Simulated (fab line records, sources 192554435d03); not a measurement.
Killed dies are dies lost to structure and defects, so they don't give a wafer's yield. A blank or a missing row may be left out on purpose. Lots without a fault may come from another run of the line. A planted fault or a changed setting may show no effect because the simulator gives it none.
Chamber matching | flow n5_finfet | N5_BEOL_M8_CURE_74 on uv_cure-02: 3 sister chambers
The step cures SiCOH lowk, time 240 s. 3 wafers are shown with their chamber, then 10 later ones without.

WAFERS WITH THEIR CHAMBER
wafer  | chamber | wafer_temp_C_max
L082.6 | 0       | 387.4
L083.6 | 1       | 387.3
L091.4 | 2       | 386.6

WAFERS WITHOUT THEIR CHAMBER
wafer  | wafer_temp_C_max
L091.5 | 386.4
L091.2 | 386.6
L091.3 | 386.7
L091.6 | 386.6
L089.3 | 387.0
L089.5 | 387.3
L089.6 | 387.0
L094.1 | 387.6
L094.2 | 387.0
L094.4 | 386.9

WHICH CHAMBER EACH WENT THROUGH
wafer  | from the rows above          | in truth
L091.5 | 2                            | 2
L091.2 | 2                            | 2
L091.3 | 2                            | 2
L091.6 | 2                            | 2
L089.3 | can't be placed: 1 or 0 or 2 | 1
L089.5 | can't be placed: 1 or 0      | 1
L089.6 | can't be placed: 1 or 0 or 2 | 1
L094.1 | can't be placed: 0 or 1      | 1
L094.2 | can't be placed: 1 or 0 or 2 | 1
L094.4 | can't be placed: 2 or 1 or 0 | 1
Placed correctly: 4 of 10. Can't be placed from these rows: 6 (the true chamber is among the candidates in 6). Placed wrongly: 0.
How it was worked out, from the rows above alone: a wafer's distance from a chamber is the root of the sum, over the readings, of the square of ((its reading less the chamber's mean) divided by the reading's scatter). The wafer belongs to the nearest chamber; if the next one is less than 2 further off, it can't be placed. A chamber's mean is the mean of its shown wafers. The scatter: with one shown wafer a chamber, the root of the mean of the squares of how far each hidden wafer lies from its nearest shown one.
